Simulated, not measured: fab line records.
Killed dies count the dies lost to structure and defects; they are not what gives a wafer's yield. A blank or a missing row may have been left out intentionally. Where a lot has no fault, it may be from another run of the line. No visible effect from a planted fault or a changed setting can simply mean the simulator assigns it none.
Chamber matching	flow n5 finfet	N5_BEOL_M14_CMP_49 on cmp-04: 4 sister chambers
The step polishes, stops on SiO2, t overpolish 5.2 s, target thk 560 nm. 4 wafers are shown with their chamber, then 10 later ones without.

WAFERS, EACH WITH ITS CHAMBER
wafer	chamber	time to endpoint s (s)
L083.3	0	125
L083.6	1	121
L086.3	2	118
L086.4	3	113

WAFERS WITH NO CHAMBER GIVEN
wafer	time to endpoint s (s)
L086.5	127
L087.3	126
L087.4	118
L087.5	115
L089.2	113
L089.5	116
L089.6	112
L094.2	124
L094.3	121
L094.4	117

THE CHAMBER EACH PASSED THROUGH
wafer	from the rows above	in truth
L086.5	0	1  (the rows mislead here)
L087.3	0	0
L087.4	2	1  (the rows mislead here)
L087.5	can't be placed: 3 or 2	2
L089.2	3	3
L089.5	can't be placed: 2 or 3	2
L089.6	3	3
L094.2	can't be placed: 0 or 1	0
L094.3	1	1
L094.4	2	2
Correct placement for 5 of the 10. Cannot be placed on the basis of these rows: 3; the candidates contain the true chamber in 3. Wrongly placed: 2.
How it was worked out, from the rows above alone: a wafer's distance from a chamber is the root of the sum, over the readings, of the square of ((its reading less the chamber's mean) divided by the reading's scatter). If the next closest chamber is less than 2 further off than the closest, the wafer can't be placed; otherwise it belongs to the closest. For every chamber, the mean is computed from those of its wafers that are shown. The scatter: with one shown wafer a chamber, the root of the mean of the squares of how far each hidden wafer lies from its nearest shown one.
